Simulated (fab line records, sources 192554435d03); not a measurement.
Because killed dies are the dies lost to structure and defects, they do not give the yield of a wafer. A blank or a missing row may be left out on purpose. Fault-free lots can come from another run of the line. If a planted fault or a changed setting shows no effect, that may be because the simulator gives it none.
fab line records -- flow n5Finfet
record: lots: 4, wafers: 12, lastDay: 18
route steps=1938 shown BEOL_M7@1325 BEOL_M8@1332 PASSIVATION@1936
lots with no fault: from the same line, run without faults
startH: the number of hours between the record's first day and the start of the first shown wafer of the lot -- waitH: time in hours since the lot's previous step -- " the same as in the row above -- L1.1+2: one row covering several wafers at once -- - no value, or no start was given -- * or withheld: withheld -- < > ~ a bound
route shown NAME@n: NAME is a module with steps in the file, n the number in the route of the first one -- usual: mean/standard deviation taken from wafers without a fault -- same: alike in all rows -- chamber/n: place in a boat -- sites: each site's reading -- _std_site: their standard deviation -- _edge_site: the outer-site mean with the inner-site mean subtracted -- radiusMm: how far each site lies from the wafer's centre -- mask NAME#n: copy n -- behind: tool/chamber where the wafer was last shaped -- hold: why the lot went on hold/how many hours it stayed there/how the hold came to an end -- device: which transistor (n, p or np) failed to switch -- end of line: tests of these same wafers at the route's end -- for a step that has no rows: nothing shown but its recipe -- killed: count of dies lost to structure and defects at first sort (not the wafer's yield) -- map: dies across one wafer; x = killed, . = not, _ = none there
set.NAME: the run value of the setting; set.NAME@STEP: its run value at that earlier step -- model.NAME: the simulator's own value behind a step, which no gauge read
lots at some steps of the route; a table a step, a row a wafer
services: a tool's chamber out of use, with start hour (startH, from the record's first day; less than 0 if before it), hours out, and reason
== steps ==
step: N5_BEOL_M7_ANNEAL_51
recipe: tempC: 225, timeS: 90, ambient: N2
step: N5_BEOL_M7_CMP_52
recipe: stopOn: SiCOH_lowk, tOverpolishS: 6.9, downForcePsi: 1, platenRpm: 50, clearingPlatenDownForcePsi: 1.5, clearingPlatenRpm: 50, postCmpClean: cuAlkaline, targetThkNm: 80, clearingPlatenPadVelocityMS: 0.99484, padVelocityMS: 0.99484
step: N5_BEOL_M7_PRE_CLEAN_55
recipe: gas: NH3, timeS: 15, tempC: withheld, rfPowerW: 300
step: N5_BEOL_M7_DEP_56
recipe: material: SiCN, targetThkA: 100, tempC: withheld, precursor: 3MS/NH3, pressureTorr: 3, rfW: 202, timeS: 17.5
step: N5_BEOL_M8_ILD_DEP_00
recipe: material: SiCOH_lowk, targetThkA: 1797.5, tempC: 300, precursor: DEMS/porogen, pressureTorr: 5, rfW: 500, timeS: 33.4
step: N5_BEOL_M8_CURE_74
recipe: tempC: 385, timeS: 240, ambient: He/Ar, material: SiCOH_lowk
step: N5_BEOL_M8_PECVD_70
recipe: material: SiO2, targetThkA: 200, tempC: 400, precursor: TEOS/O2, pressureTorr: 5.5, rfW: 450, teosFlowSccm: 53.8, gas: O2, flowSccm: 3000, timeS: 22.7
step: N5_BEOL_M8_HM_DEP_02
recipe: material: TiN, targetThkA: 200, tempC: 25, chamberPressurePa: 0.49996
step: N5_BEOL_M8_COAT_59
recipe: resist: SOC, tempC: 250, timeS: 60, spinRpm: 1500, resistThkNm: 100
usual: exhaustPa: 45.0/0.95, spinSpeedRpm: 1500.0/0.93
lot.wafer,tool,chamber,startH,waitH,exhaustPa,spinSpeedRpm,model.SOC_of_BEOL_M8_COAT_59.thkNm
L420.1,lithoTrack-02,0,243.08,0.1,46.0,1499.1,100.4
L420.2,lithoTrack-02,0,243.08,0.1,45.3,1498.9,100.2
L420.3,lithoTrack-02,0,243.08,0.1,45.9,1500.6,100.6
L430.1,lithoTrack-03,0,314.30,0.1,45.9,1501.7,100.4
L430.5,lithoTrack-03,0,314.30,0.1,45.0,1500.8,100.6
L430.6,lithoTrack-03,0,314.30,0.1,44.6,1499.8,100.4
L431.3,lithoTrack-02,0,318.48,0.1,43.9,1453.1,102
L431.5,lithoTrack-02,0,318.48,0.1,43.4,1453.4,102.4
L431.6,lithoTrack-02,0,318.48,0.1,44.4,1454.8,102
L434.1,lithoTrack-02,0,339.66,0.1,43.9,1454.7,102.2
L434.2,lithoTrack-02,0,339.66,0.1,44.2,1454.2,102.2
L434.4,lithoTrack-02,0,339.66,0.1,45.5,1455.2,102
step: N5_BEOL_M8_COAT_60
recipe: resist: SiARC, tempC: 220, timeS: 60, spinRpm: 1500, resistThkNm: 35
step: N5_BEOL_M8_COAT_05
recipe: resist: CAR-ArF, spinRpm: 1500, resistThkNm: 90
step: N5_BEOL_M8_EBR_07
recipe: solvent: PGMEA, ebrWidthMm: 1.5
step: N5_BEOL_M8_SOFTBAKE_06
recipe: tempC: 110, timeS: 60, resist: CAR-ArF
step: N5_BEOL_M8_EXPOSE_08
recipe: maskId: M8, na: 1.35, sourceShape: dipole, sigmaInner: 0.817, sigmaOuter: 0.97, polarization: te, doseMj: 68.25
step: N5_BEOL_M8_PEB_09
recipe: pebTempC: withheld, pebTimeS: 60, resist: CAR-ArF
step: N5_BEOL_M8_DEVELOP_10
recipe: developTimeS: 30, developer: TMAH, resist: CAR-ArF, rinseLiquid: diw, dry: airSpin, devTempC: 23
step: N5_BEOL_M8_DESCUM_16
recipe: chemistry: O2, timeS: 7.9, sourcePowerW: 50, biasPowerW: 20, pressureMtorr: 20, rfFrequencyHz: 2.712e+07, tempC: 40, resist: CAR-ArF, o2FlowSccm: 225
step: N5_BEOL_M8_ETCH_61
recipe: chemistry: CF4, target: SiARC, targetDepthA: 455, maskMaterial: CAR-ArF, timeS: 75.8, ionEnergyEv: 80, pressureMtorr: 40, sourceW: 545, biasW: 36, Ar_flow_sccm: 100, cf4FlowSccm: 100, ends: cleared
step: N5_BEOL_M8_ETCH_62
recipe: chemistry: N2/H2, target: SOC, targetDepthA: 1100, overetchA: 220, maskMaterial: SiARC, tempC: 40, timeS: 165, ionEnergyEv: 200, pressureMtorr: 30, sourceW: 840, biasW: 150, n2FlowSccm: 200, h2FlowSccm: 200
usual: biasW: 150.0/0.39, drypumpMotorCurrentA: 5.6/0.35, oesProductAu: 0.67/0.072, rfFwdPowerW: 837.6/2.6, rfVppV: 524.5/2.4, showerheadPlenumPTorr: 2.57/0.083, throttleValvePct: 17.71/0.2
lot.wafer,tool,chamber,startH,waitH,biasW,drypumpMotorCurrentA,oesProductAu,rfFwdPowerW,rfHoursCounterH,rfVppV,showerheadPlenumPTorr,throttleValvePct,model.etch.depthNm
L420.1,rieDiel-05,3,243.57,0.0,150.3,5.7,0.59,836.6,228,523.8,2.49,17.59,100.4
L420.2,rieDiel-05,1,243.57,0.0,149.7,5.4,0.78,837.0,19,522.9,2.50,17.78,100.2
L420.3,rieDiel-05,0,243.57,0.0,150.5,5.6,0.71,836.5,72,528.8,2.70,17.83,100.6
L430.1,rieDiel-05,0,314.86,0.0,150.1,5.6,0.68,837.2,98,528.7,2.69,17.87,100.4
L430.5,rieDiel-05,2,314.86,0.0,150.5,5.8,0.58,834.5,-,525.7,2.60,17.43,100.5
L430.6,rieDiel-05,0,314.86,0.0,150.9,5.6,0.68,841.0,-,525.8,2.69,17.85,100.3
L431.3,rieDiel-02,1,319.04,0.0,150.7,5.4,0.71,838.3,51,525.5,2.60,17.91,102
L431.5,rieDiel-02,1,319.04,0.0,150.4,5.4,0.72,840.5,-,525.4,2.60,17.90,102.4
L431.6,rieDiel-02,0,319.04,0.0,150.1,5.4,0.64,840.9,-,521.9,2.54,17.67,102
L434.1,rieDiel-04,1,340.08,0.0,149.9,5.4,0.71,836.6,62,520.0,2.49,17.61,102.1
L434.2,rieDiel-04,3,340.08,0.0,149.9,5.0,0.70,839.9,95,526.4,2.68,17.72,102.2
L434.4,rieDiel-04,2,340.08,0.0,149.9,5.7,0.61,834.3,232,526.2,2.61,18.18,102
step: N5_BEOL_M8_STRIP_68
recipe: chemistry: N2/H2, tempC: 40, n2FlowSccm: 200, h2FlowSccm: 200, rfFrequencyHz: 6e+07
step: N5_BEOL_M8_STRIP_67
recipe: chemistry: CF4, resist: SiARC, powerW: 300, biasPowerW: 75, pressureMtorr: 50, cf4FlowSccm: 150, rfFrequencyHz: 6e+07
step: N5_BEOL_M8_HM_OPEN_17
recipe: chemistry: Cl2/BCl3, targetDepthA: 200, overetchA: 60, target: TiN, maskMaterial: SOC, ionEnergyEv: 150, pressureMtorr: 10, icpW: 1000, biasW: 126, Cl2_flow_sccm: 53.25, bcl3FlowSccm: 21.75, Ar_flow_sccm: 25
usual: biasW: 126.0/0.32, drypumpMotorCurrentA: 5.6/0.63, mfcArSccm: 24.99/0.078, mfcCl2Sccm: 53.23/0.14, oes_ar_750_au: 0.79/0.056, oesProductAu: 0.68/0.041, rfFwdPowerW: 993/3.6, throttleValvePct: 22.00/0.2
lot.wafer,tool,chamber,startH,waitH,biasW,drypumpMotorCurrentA,mfcArSccm,mfcCl2Sccm,oes_ar_750_au,oesProductAu,rfFwdPowerW,rfHoursCounterH,throttleValvePct,model.SOC_of_BEOL_M8_COAT_59.thkNm
L420.1,rieMetal-03,1,243.76,0.0,125.8,6.2,25.04,53.31,0.78,0.69,996,30,21.97,92.4
L420.2,rieMetal-03,0,243.76,0.0,126.3,4.7,24.94,53.24,0.88,0.75,995,17,21.85,92.2
L420.3,rieMetal-03,0,243.76,0.0,126.6,4.7,25.09,53.21,0.89,0.74,992,-,21.84,92.4
L430.1,rieMetal-03,1,315.04,0.0,126.0,6.2,25.05,53.17,0.77,0.68,988,35,21.99,92.4
L430.5,rieMetal-03,0,315.04,0.0,125.7,4.7,24.98,53.37,0.87,0.74,994,-,21.85,92.4
L430.6,rieMetal-03,1,315.04,0.0,125.3,6.2,25.00,53.20,0.77,0.67,995,-,21.98,92.4
L431.3,rieMetal-02,0,319.26,0.1,125.7,6.1,24.93,53.21,0.74,0.64,992,-,21.86,94
L431.5,rieMetal-02,0,319.26,0.1,125.7,6.1,24.99,53.31,0.73,0.64,989,-,21.88,94.6
L431.6,rieMetal-02,1,319.26,0.1,125.5,5.2,25.06,52.94,0.84,0.70,996,-,22.16,94
L434.1,rieMetal-03,0,340.27,0.0,126.0,4.7,24.97,53.08,0.86,0.72,987,25,21.87,94
L434.2,rieMetal-03,1,340.27,0.0,125.8,6.2,24.93,53.45,0.76,0.67,993,38,22.00,94.4
L434.4,rieMetal-03,1,340.27,0.0,125.8,6.2,25.08,53.27,0.76,0.66,994,-,22.00,94.2
step: N5_BEOL_M8_STRIP_19
recipe: chemistry: O2, powerW: 400, tempC: 40, pressureMtorr: 30, rfFrequencyHz: 6e+07, biasPowerW: 0, overashFraction: 0.2, o2FlowSccm: 225
step: N5_PASSIVATION_PROBE_49
usual: defectLimitedYield: 91.0/1.5, killed_at_M0_to_M3: 34/9.1, killed_at_M4_up: 14/5.7, killedAtContacts: 13/5.7, killedAtFrontEnd: 42/12, killedAtOther: 4/3.4, killedDies: 106/17, killedOpen: 70/13, killedShort: 34/7.5, sort_bin_5_function: 5.2/0.94, sort_bin_6_memory: 3.4/0.69, sortNPass: 1074/17, sortYieldPct: 91.0/1.5
same: grossDies: 1180, killedAtBackSide: 0, sort_bin_4_leakage[%]: 0, sort_bin_8_speed[%]: 0
lot.wafer,tool,chamber,startH,waitH,defectLimitedYield[%],killed_at_M0_to_M3,killed_at_M4_up,killedAtContacts,killedAtFrontEnd,killedAtOther,killedDies,killedOpen,killedShort,sort_bin_5_function[%],sort_bin_6_memory[%],sortNPass,sortYieldPct[%]
L430.1,prober-01,-,380.87,0.0,90.5,39,9,15,47,2,112,67,43,5.2,4.1,1068,90.5
L430.5,prober-01,-,381.07,0.2,89.7,32,25,23,37,4,121,88,32,5.5,4.2,1059,89.7
L430.6,prober-01,-,381.12,0.3,91.5,42,10,26,16,6,100,72,27,4.9,3.3,1080,91.5
L431.3,prober-01,-,391.80,0.1,84.7,66,31,5,72,6,180,104,49,8.6,6.0,1000,84.7
L431.5,prober-01,-,391.90,0.2,90.8,41,14,9,37,7,108,61,24,5.0,3.8,1072,90.8
L431.6,prober-01,-,391.95,0.3,88.1,39,17,4,77,4,141,76,36,6.6,4.7,1039,88.1
killed by level:class
L430.1 MOL_CONTACT_COAG:geometricParticle:open=13 FIN_SAQP:geometricParticle:open=10 BEOL_M0_SAQP:geometricParticle:short=9 BEOL_M3:geometricParticle:short=9 ILD0:geometricParticle:open=8 BEOL_M3:geometricParticle:open=8 FIN_SAQP:geometricParticle:short=7 ILD0:geometricParticle:short=6
L430.5 MOL_CONTACT_COAG:geometricParticle:open=18 BEOL_M4:geometricParticle:open=13 FIN_SAQP:geometricParticle:open=11 BEOL_M1:geometricParticle:open=11 BEOL_M3:geometricParticle:open=6 MOL_CONTACT_COAG:geometricParticle:short=5 BEOL_M0_SAQP:geometricParticle:short=5 BEOL_M0_SAQP:geometricParticle:open=5
L430.6 MOL_CONTACT_COAG:geometricParticle:open=22 BEOL_M1:geometricParticle:open=11 BEOL_M3:geometricParticle:open=8 BEOL_M1:geometricParticle:short=7 ILD0:geometricParticle:open=5 BEOL_M2:geometricParticle:open=5 MOL_CONTACT_COAG:geometricParticle:short=4 BEOL_M0_SAQP:geometricParticle:open=4
L431.3 BEOL_M0:interfaceVoidOpened=22 FIN_SAQP:geometricParticle:open=19 BEOL_M4:geometricParticle:open=16 FIN_SAQP:geometricParticle:short=14 BEOL_M0_SAQP:geometricParticle:open=11 DUMMY_GATE:geometricParticle:open=10 BEOL_M0:geometricParticle:open=9 BEOL_M0:geometricParticle:short=8
L431.5 BEOL_M0:interfaceVoidOpened=22 STI_FIN_REVEAL:geometricParticle:open=9 BEOL_M4:geometricParticle:open=9 FIN_SAQP:geometricParticle:open=8 MOL_CONTACT_COAG:geometricParticle:open=7 DUMMY_GATE:geometricParticle:open=6 DUMMY_GATE:geometricParticle:short=3 BEOL_M1:geometricParticle:open=3
L431.6 FIN_SAQP:geometricParticle:open=24 BEOL_M0:interfaceVoidOpened=22 FIN_SAQP:geometricParticle:short=12 DUMMY_GATE:geometricParticle:open=12 STI_FIN_REVEAL:geometricParticle:open=8 BEOL_M0_SAQP:geometricParticle:short=7 BEOL_M4:geometricParticle:open=6 BEOL_M5:geometricParticle:open=6
== services ==
tool,chamber,startH,hours,kind
lithoTrack-03,-,233.41,-,consumableReplace:filter
lithoTrack-03,-,234.05,-,consumableReplace:filter
rieMetal-02,-,234.60,4.1,repair
rieMetal-02,1,238.84,7.9,repair
rieDiel-04,2,266.00,8.9,repair
rieMetal-03,-,276.10,14.6,pm
rieDiel-05,3,304.84,-,clean
rieDiel-05,3,304.84,-,consumableReplace:focusRing
rieDiel-05,3,304.84,21.1,scheduledDown
rieDiel-05,3,304.84,21.1,ventCycle
rieDiel-02,3,307.91,13.1,repair
rieDiel-05,2,328.06,-,clean
rieDiel-05,2,328.06,-,consumableReplace:focusRing
rieDiel-05,1,337.55,4.0,repair
== key ==
firstSign: step: N5_BEOL_M8_COAT_59, reading: spinSpeedRpm, direction: down, sigmas: 49, usual: *, struck: *
effect none on later readings
modelEffect: step: N5_BEOL_M8_COAT_59, value: SOC_of_BEOL_M8_COAT_59.thkNm, without: 100.6, struck: 102.1
modelEffect: step: N5_BEOL_M8_ETCH_62, value: etch.depthNm, without: 100.6, struck: 102.1
modelEffect: step: N5_BEOL_M8_HM_OPEN_17, value: SOC_of_BEOL_M8_COAT_59.thkNm, without: 92.63, struck: 94.2
metAt N5_BEOL_M8_COAT_59
struckWafers L431.3,L431.5,L431.6,L434.1,L434.2,L434.4
onsetBetween 243.08 318.48
earlierFault: kind: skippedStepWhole, tool: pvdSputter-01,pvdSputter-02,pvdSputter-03, chamber: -, onsetH: 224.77, steps: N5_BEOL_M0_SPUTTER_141, scope: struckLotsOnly
earlierFault: kind: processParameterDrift, tool: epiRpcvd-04, chamber: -, onsetH: 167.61, steps: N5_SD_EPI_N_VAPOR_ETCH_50, channel: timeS, offset: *, shape: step, actsIn: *, stated: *
fault: kind: processParameterDrift, tool: lithoTrack-02, chamber: -, onsetH: 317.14, steps: N5_BEOL_M8_COAT_59, channel: spinRpm, offset: *, shape: step, actsIn: *, stated: *
